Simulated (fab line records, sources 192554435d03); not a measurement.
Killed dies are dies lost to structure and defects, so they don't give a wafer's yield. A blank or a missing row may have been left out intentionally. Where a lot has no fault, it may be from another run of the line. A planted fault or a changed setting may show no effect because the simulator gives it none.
Split-lot experiment + flow n5-finfet + 7 lots, 21 wafers read, on a route of 1938 steps

== ABOUT THE SPLIT ==
At N5_BEOL_M9_ETCH_66 (etches SOC in N2/H2, target depth 80 nm, overetch 16 nm, time 120 s), the setting time-s was moved away from the recipe's 120 s on 7 of the 21 wafers read, by -12.1% to +19.6%. This setting was run at the recipe's value on the other wafers.

The reading is taken at the split's own step.

== THE READING ==
SiARC_of_BEOL_M9_COAT_64.thk-nm (the simulator's own value, which no gauge read), in nm, at N5_BEOL_M9_ETCH_66 (etches SOC in N2/H2, target depth 80 nm, overetch 16 nm, time 120 s). There is no usual value for it anywhere in the file. Average 6.3 nm, standard deviation 0.12 nm, over the 14 wafers here run with the recipe.

| wafer  | tool, chamber at the split | time-s as run, s | against the recipe | SiARC_of_BEOL_M9_COAT_64.thk-nm, nm | against lot-mates on the recipe |
|--------|----------------------------|------------------|--------------------|-------------------------------------|---------------------------------|
| L074.1 | rie-diel-01, 0             | 105.5            | -12.1%             | 7                                   | +0.7                            |
| L074.2 | rie-diel-01, 3             | 120              | recipe             | 6.2                                 | -                               |
| L074.4 | rie-diel-01, 1             | 120              | recipe             | 6.4                                 | -                               |
| L081.3 | rie-diel-01, 3             | 120              | recipe             | 6.4                                 | -                               |
| L081.4 | rie-diel-01, 2,1           | 107.9            | -10.1%             | 7                                   | +0.6                            |
| L081.6 | rie-diel-01, 2,1           | 107.9            | -10.1%             | 7                                   | +0.6                            |
| L083.1 | rie-diel-06, 0,1           | 120              | recipe             | 6.2                                 | -                               |
| L083.5 | rie-diel-06, 0,1           | 120              | recipe             | 6.2                                 | -                               |
| L083.6 | rie-diel-06, 0             | 143.5            | +19.6%             | 5.2                                 | -1.0                            |
| L091.3 | rie-diel-06, 2             | 120              | recipe             | 6.4                                 | -                               |
| L091.5 | rie-diel-06, 2             | 120              | recipe             | 6.4                                 | -                               |
| L091.4 | rie-diel-06, 0             | 120              | recipe             | 6.2                                 | -                               |
| L092.1 | rie-diel-01, 3             | 120              | recipe             | 6.4                                 | -                               |
| L092.3 | rie-diel-01, 2             | 139.9            | +16.6%             | 5.4                                 | -0.9                            |
| L092.4 | rie-diel-01, 1             | 120              | recipe             | 6.2                                 | -                               |
| L095.1 | rie-diel-03, 0,3           | 109.9            | -8.4%              | 6.8                                 | +0.4                            |
| L095.3 | rie-diel-03, 0,3           | 109.9            | -8.4%              | 6.8                                 | +0.4                            |
| L095.5 | rie-diel-03, 2             | 120              | recipe             | 6.4                                 | -                               |
| L097.1 | rie-diel-06, 0,1           | 120              | recipe             | 6.2                                 | -                               |
| L097.2 | rie-diel-06, 0,1           | 120              | recipe             | 6.2                                 | -                               |
| L097.3 | rie-diel-06, 3             | 120              | recipe             | 6.6                                 | -                               |
If several chambers appear in one row, that row covers several wafers at once and the file leaves open which wafer was in which chamber.

THE FIT
A straight line over all 21 wafers: SiARC_of_BEOL_M9_COAT_64.thk-nm changes by -0.0584 nm for each +1% of time-s; r = -0.97; the points scatter about the line by 0.11 nm.
The same after taking each lot's own level away (the mean of its wafers on the recipe; 21 wafers): -0.0537 nm for each +1%; r = -0.97; scatter 0.1 nm.
On that fit, the largest move of time-s shifts the reading by 1.1 nm.
The lots' own levels span 6.20 to 6.40 nm, that is 1.6 times the standard deviation above.
Hence the lot-to-lot level has little effect on the slope; both slopes agree.
Check: with one of the wafers moved furthest among these (+19.6%) left out of the fit, the line predicts -1.08 nm for it against its lot-mates. Against them it came out at -1 nm.

== THE OTHER SPLITS THESE WAFERS WENT THROUGH ==
Note: prior to the reading, these wafers also went through further splits. Each is held against what the fit with the lots' levels taken away leaves over:
| other split on the same wafers     | wafers away from the commonest value | r with SiARC_of_BEOL_M9_COAT_64.thk-nm (lot level and that fit taken away) |
|------------------------------------|--------------------------------------|----------------------------------------------------------------------------|
| N5_BEOL_M7_EXPOSE_08 dose-mj       | 8                                    | +0.19                                                                      |
| N5_BEOL_M7_STRIP_19 pressure-mtorr | 15                                   | -0.04                                                                      |
| N5_BEOL_M8_PECVD_70 temp-c         | 6                                    | -0.17                                                                      |
| N5_BEOL_M8_ETCH_65 source-w        | 4                                    | -0.25                                                                      |

== FILE'S OWN FIT ==
SiARC_of_BEOL_M9_COAT_64.thk-nm changes by -0.0536 nm for each +1% of time-s, r = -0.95.
